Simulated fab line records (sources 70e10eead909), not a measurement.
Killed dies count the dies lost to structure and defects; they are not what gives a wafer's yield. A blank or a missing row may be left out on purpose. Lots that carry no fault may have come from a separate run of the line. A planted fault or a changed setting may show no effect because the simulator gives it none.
Matching of chambers ; flow nand-harc ; NHARC_A_CHANNEL_FILL_D2_ALD_25 on ald-hk-04 has 4 sister chambers
The step deposits SiOx, target thk 60 nm, pulse time 10 s, ald cycles 600. 14 wafers are shown with their chamber, then 7 later ones without.

WAFERS, EACH WITH ITS CHAMBER
wafer;chamber;heater-power-w (W);susceptor-temp-C (C);precursor-pulse-height-rel
L074.1;1;448;299.94;1.000
L074.3;3;538;300.13;0.992
L074.6;2;471;300.41;0.993
L079.1;1;460;300.43;1.010
L079.3;0;463;300.09;1.019
L079.6;3;550;300.00;1.025
L080.4;1;460;299.96;1.033
L080.1;3;532;299.92;0.970
L080.6;0;461;299.80;0.988
L082.3;2;460;299.96;1.001
L082.4;1;443;300.07;0.976
L082.6;1;451;300.03;0.973
L090.1;1;435;300.04;0.997
L090.5;1;448;299.93;0.974

SIGNATURES (averages over the wafers above)
reading;chamber 0;chamber 1;chamber 2;chamber 3;scatter within a chamber
heater-power-w;462.00;449.29;465.50;540.00;8.43
susceptor-temp-C;299.9450;300.0571;300.1850;300.0167;0.186
precursor-pulse-height-rel;1.00350;0.99471;0.99700;0.99567;0.0224
Rule: a wafer lies at a distance from a chamber equal to the root of the sum of squares, over the readings, of (its reading less the chamber's mean, divided by the reading's scatter). If the next closest chamber is less than 2 further off than the closest, the wafer can't be placed; otherwise it belongs to the closest. The scatter: the root of (the sum of the squares of (reading less its chamber's mean) over the shown wafers, divided by (wafers less chambers)).

WAFERS WHOSE CHAMBER IS MISSING
wafer;heater-power-w (W);susceptor-temp-C (C);precursor-pulse-height-rel
L090.6;473;300.04;0.988
L092.4;576;300.05;1.020
L092.5;586;299.78;0.999
L092.6;473;299.91;0.984
L095.2;454;299.83;1.019
L095.3;477;300.39;1.026
L095.6;592;299.92;0.992

CHAMBER TAKEN BY EACH
wafer;from the rows above;in truth
L090.6;can't be placed: 2 or 0 or 1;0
L092.4;3;3
L092.5;3;3
L092.6;can't be placed: 0 or 2 or 1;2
L095.2;can't be placed: 0 or 1 or 2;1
L095.3;can't be placed: 2 or 0 or 1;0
L095.6;3;3
Correct placement for 3 of the 7. Can't be placed from these rows: 4 (the true chamber is among the candidates in 4). Number placed wrongly: 0.
